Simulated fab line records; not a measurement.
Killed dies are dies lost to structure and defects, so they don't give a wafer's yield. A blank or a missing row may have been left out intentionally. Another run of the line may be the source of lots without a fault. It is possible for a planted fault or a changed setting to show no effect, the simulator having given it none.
fab line records	flow nandHarc	part 2 of 2: steps 17 to 23 of 23
record lots=5	wafers=15	lastDay=31
route steps=1302 shown A_STAIRCASE@728
lots that met no fault: taken from a fault-free run of the same line
startH: hours from the record's first day to the start of the lot's first wafer shown	waitH: hours since the lot's step before	" unchanged from the row above	L1.1+2: several wafers, shown together as one row	- either no value or no given start	* or withheld: withheld	< > ~ a bound
route shown NAME@n: NAME is a module with steps in the file, n the number in the route of the first one	usual: mean/standard deviation taken from wafers without a fault	same: alike in all rows	chamber/n: place in a boat	sites: the reading at each site	_std_site: standard deviation of those values	_edge_site: inner sites' mean taken away from outer sites' mean	radiusMm: for every site, how far away it sits from the centre of the wafer	mask NAME#n: copy n	behind: tool/chamber where the wafer was last shaped	hold: the reason the lot was held/the length of the hold in hours/how it ended	device: the transistor (n, p or np) that didn't switch	end of line: the route-end tests of the same wafers	a step with no rows: only its recipe	killed: not the wafer's yield, but the dies lost to structure and defects at the first sort	map: dies across one wafer; x = killed, . = not, _ = none there
set.NAME: the run value of the setting; set.NAME@STEP: its run value at that earlier step	model.NAME: the simulator's own value behind a step, which no gauge read
lots at some steps of the route; a table a step, a row a wafer
services: from which hour (startH, from the record's first day; less than 0 if before it) a tool's chamber was out of use, for how many hours, and why
## steps
# step NHARC_A_STAIRCASE_ETCH_232
# recipe targetDepthA=1000	timeS=40.5	ionEnergyEv=400	c4f8FlowSccm=20	o2FlowSccm=10	arFlowSccm=withheld	rfW=600	biasW=1000	chemistry=C4F8/O2
# usual oesProductAu=0.947/0.012	rfFwdPowerW=592.9/2.3	rfVppV=898/4.7
lot.wafer	tool	chamber	startH	waitH	oesProductAu	rfFwdPowerW	rfHoursCounterH	rfVppV
L075.2	rieDiel-09	1	-	-	0.947	594.8	10	891
L075.1	"	2	"	"	0.937	593.7	17	896
L075.3	"	3	"	"	0.958	592.8	19	903
L078.1	rieDiel-02	2	-	-	0.943	593.0	3	894
L078.2	"	3	"	"	0.939	592.9	3	899
L078.3	"	0	"	"	0.947	589.2	3	903
L082.2	rieDiel-09	3	-	-	0.951	592.9	49	904
L082.4	"	0	"	"	0.939	589.2	46	900
L082.6	"	1	"	"	0.953	594.9	-	893
L087.2	rieDiel-12	2	-	-	0.955	597.8	14	898
L087.3	"	0	"	"	0.948	593.9	17	896
L087.4	"	1	"	"	0.949	591.5	-	897
L092.4	rieDiel-12	3	-	-	0.923	593.4	26	908
L092.6	"	2	"	"	0.949	593.8	-	898
L092.5	"	3	"	"	0.921	590.5	-	907
# step NHARC_A_STAIRCASE_TRIM_233
# recipe timeS=211.2	o2FlowSccm=500	arFlowSccm=0	biasW=0	chemistry=O2
# usual drypumpMotorCurrentA=5.85/0.26	oesProductAu=1.002/0.0098	rfVppV=57.9/0.82	showerheadPlenumPTorr=3.58/0.13	throttleValvePct=17.035/0.0087
lot.wafer	tool	chamber	startH	waitH	drypumpMotorCurrentA	oesProductAu	rfHoursCounterH	rfVppV	showerheadPlenumPTorr	throttleValvePct
L075.2	rieDiel-09	2	-	-	6.47	1.011	17	58.6	3.54	17.033
L075.1	"	3	"	"	5.86	1.024	19	58.2	3.76	17.030
L075.3	"	0	"	"	5.98	1.011	17	57.6	3.65	17.031
L078.2	rieDiel-02	1	-	-	5.67	1.001	3	57.7	3.37	17.029
L078.1	"	3	"	"	5.28	0.998	3	59.3	3.65	17.043
L078.3	"	0	"	"	6.13	1.005	3	59.3	3.74	17.045
L082.2	rieDiel-09	1	-	-	5.88	1.007	33	57.4	3.43	17.017
L082.4	"	3	"	"	5.90	1.011	49	58.7	3.75	17.042
L082.6	"	1	"	"	5.89	1.008	-	59.4	3.43	17.027
L087.3	rieDiel-12	1	-	-	5.86	0.999	20	57.4	3.56	17.031
L087.2	"	2	"	"	5.66	1.014	14	57.6	3.61	17.032
L087.4	"	1	"	"	5.88	0.995	-	58.1	3.56	17.029
L092.4	rieDiel-12	0	-	-	5.71	1.004	32	56.6	3.54	17.050
L092.5	"	2	"	"	5.67	1.001	-	58.5	3.60	17.040
L092.6	"	3	"	"	5.91	0.985	-	59.9	3.79	17.047
# step NHARC_A_STAIRCASE_ETCH_234
# recipe targetDepthA=1000	timeS=40.5	ionEnergyEv=400	c4f8FlowSccm=20	o2FlowSccm=10	arFlowSccm=withheld	rfW=600	biasW=1000	chemistry=C4F8/O2
# usual oesProductAu=0.943/0.011	rfFwdPowerW=592.9/2.2	rfVppV=898/4.7
lot.wafer	tool	chamber	startH	waitH	oesProductAu	rfFwdPowerW	rfHoursCounterH	rfVppV
L075.1	rieDiel-09	1	-	-	0.961	592.6	10	892
L075.3	"	2	"	"	0.941	588.7	17	897
L075.2	"	3	"	"	0.954	594.1	19	904
L078.3	rieDiel-02	1	-	-	0.939	592.3	3	891
L078.2	"	2	"	"	0.939	594.2	3	893
L078.1	"	0	"	"	0.960	593.3	3	904
L082.4	rieDiel-09	3	-	-	0.943	592.0	49	903
L082.2	"	0	"	"	0.937	593.5	46	901
L082.6	"	2	"	"	0.926	590.3	-	895
L087.3	rieDiel-12	2	-	-	0.955	598.6	14	898
L087.2	"	0	"	"	0.940	596.9	17	895
L087.4	"	1	"	"	0.945	593.3	-	896
L092.4	rieDiel-12	3	-	-	0.929	593.0	26	906
L092.5	"	3	"	"	0.938	588.8	-	907
L092.6	"	0	"	"	0.940	591.7	-	896
# step NHARC_A_STAIRCASE_TRIM_235
# recipe timeS=211.2	o2FlowSccm=500	arFlowSccm=0	biasW=0	chemistry=O2
# usual drypumpMotorCurrentA=5.86/0.26	oesProductAu=1.003/0.01	rfVppV=58.0/0.94	showerheadPlenumPTorr=3.59/0.13	throttleValvePct=17.038/0.0087
lot.wafer	tool	chamber	startH	waitH	drypumpMotorCurrentA	oesProductAu	rfHoursCounterH	rfVppV	showerheadPlenumPTorr	throttleValvePct
L075.1	rieDiel-09	3	-	-	5.86	1.011	19	58.0	3.77	17.032
L075.3	"	1	"	"	5.95	1.007	10	57.7	3.44	17.038
L075.2	"	2	"	"	6.47	1.010	17	58.7	3.54	17.052
L078.2	rieDiel-02	2	-	-	5.76	0.986	3	57.6	3.44	17.044
L078.1	"	0	"	"	6.14	1.002	3	58.8	3.74	17.037
L078.3	"	1	"	"	5.67	0.983	3	58.4	3.37	17.051
L082.4	rieDiel-09	3	-	-	5.87	1.019	49	58.0	3.75	17.036
L082.2	"	0	"	"	6.01	1.001	46	58.5	3.64	17.039
L082.6	"	2	"	"	6.48	1.001	-	58.3	3.53	17.033
L087.2	rieDiel-12	2	-	-	5.68	1.005	14	57.3	3.61	17.034
L087.3	"	0	"	"	5.68	0.998	17	58.9	3.55	17.042
L087.4	"	0	"	"	5.70	1.001	-	58.4	3.55	17.045
L092.4	rieDiel-12	3	-	-	5.89	0.975	26	57.3	3.79	17.020
L092.5	"	2	"	"	5.69	1.000	-	58.1	3.60	17.032
L092.6	"	3	"	"	5.90	0.978	-	58.6	3.79	17.055
# step NHARC_A_STAIRCASE_ETCH_236
# recipe targetDepthA=1000	timeS=40.5	ionEnergyEv=400	c4f8FlowSccm=20	o2FlowSccm=10	arFlowSccm=withheld	rfW=600	biasW=1000	chemistry=C4F8/O2
# usual oesProductAu=0.943/0.011	rfFwdPowerW=592.7/2.3	rfVppV=898/4.6
lot.wafer	tool	chamber	startH	waitH	oesProductAu	rfFwdPowerW	rfHoursCounterH	rfVppV
L075.1	rieDiel-09	0	-	-	0.931	593.3	17	900
L075.2	"	1	"	"	0.929	593.3	10	895
L075.3	"	2	"	"	0.917	592.3	17	896
L078.3	rieDiel-02	2	-	-	0.934	595.3	4	892
L078.2	"	3	"	"	0.930	589.9	3	900
L078.1	"	0	"	"	0.948	590.9	3	904
L082.2	rieDiel-09	0	-	-	0.941	590.6	46	900
L082.4	"	3	"	"	0.944	591.8	49	902
L082.6	"	1	"	"	0.948	594.9	-	892
L087.2	rieDiel-12	2	-	-	0.952	595.7	14	898
L087.3	"	0	"	"	0.944	591.6	17	898
L087.4	"	1	"	"	0.941	590.5	-	897
L092.4	rieDiel-12	3	-	-	0.929	595.4	26	905
L092.5	"	0	"	"	0.956	596.5	-	898
L092.6	"	1	"	"	0.937	592.3	-	896
# step NHARC_A_STAIRCASE_STRIP_238
# recipe powerW=1500	tempC=250	chemistry=O2
# usual drypumpMotorCurrentA=5.8/0.41	heaterPowerW=330/25	tempC=250.01/0.18
lot.wafer	tool	chamber	startH	waitH	drypumpMotorCurrentA	heaterPowerW	rfHoursCounterH	tempC
L075.2	plasmaAsher-01	0	378.39	0.1	5.9	371	8	250.18
L075.1	"	1	"	"	5.2	352	8	250.06
L075.3	"	1	"	"	5.2	362	-	250.07
L078.2	plasmaAsher-01	1	411.30	0.1	5.2	354	14	250.06
L078.1	"	0	"	"	5.8	363	14	250.00
L078.3	"	0	"	"	5.8	360	-	250.25
L082.2	plasmaAsher-01	1	456.65	0.1	5.2	355	24	250.04
L082.4	"	1	"	"	5.2	354	-	250.27
L082.6	"	1	"	"	5.2	343	-	250.10
L087.2	plasmaAsher-02	0	511.07	0.1	6.0	306	15	250.05
L087.3	"	0	"	"	6.0	305	-	249.84
L087.4	"	1	"	"	6.3	308	-	250.13
L092.4	plasmaAsher-01	1	545.72	0.2	5.2	364	-	249.83
L092.6	"	0	"	"	5.9	331	-	250.12
L092.5	"	1	"	"	5.2	357	-	249.86
# step NHARC_A_STAIRCASE_STRIP_239
# recipe timeS=900	tempC=130	chemistry=SPM
# usual tempC=129.99/0.13
lot.wafer	tool	chamber	startH	waitH	tempC
L075.2	wetBench-06	5	378.77	0.3	130.12
L075.3	"	7	"	"	130.06
L075.1	"	0	"	"	130.00
L078.1	wetBench-02	6	411.66	0.3	129.97
L078.3	"	1	"	"	129.84
L078.2	"	3	"	"	129.96
L082.4	wetBench-02	3	456.96	0.2	129.90
L082.2	"	5	"	"	130.16
L082.6	"	0	"	"	129.95
L087.4	wetBench-02	1	511.42	0.2	129.96
L087.3	"	2	"	"	130.00
L087.2	"	3	"	"	129.93
L092.6	wetBench-01	4	545.93	0.1	129.82
L092.4	"	5	"	"	129.97
L092.5	"	7	"	"	129.76
## services
tool	chamber	startH	hours	kind
rieDiel-09	1	351.65	5.3	repair
krfScanner-04	-	354.00	4.0	pm
wetBench-06	-	369.60	8.0	pm
rieDiel-09	2	384.43	16.1	repair
rieDiel-02	-	393.85	9.0	pm
krfScanner-02	-	394.26	0.3	repair
krfScanner-03	-	396.00	4.0	pm
lithoTrack-02	-	402.00	7.0	pm
wetBench-02	-	420.00	8.0	pm
krfScanner-04	-	424.06	0.9	repair
lithoTrack-07	-	426.00	7.0	pm
plasmaAsher-02	-	426.00	9.0	pm
krfScanner-02	-	438.00	4.0	pm
rieDiel-12	-	445.96	9.0	pm
wetBench-01	-	453.60	8.0	pm
plasmaAsher-01	-	464.71	2.0	repair
lithoTrack-05	-	474.00	7.0	pm
rieDiel-12	2	474.63	9.5	repair
rieDiel-09	1	490.75	10.6	repair
krfScanner-02	-	492.96	0.3	repair
rieDiel-09	0	497.32	16.6	repair
rieDiel-09	-	497.91	9.0	pm
plasmaAsher-01	-	519.75	9.0	pm
krfScanner-04	-	526.00	4.0	pm
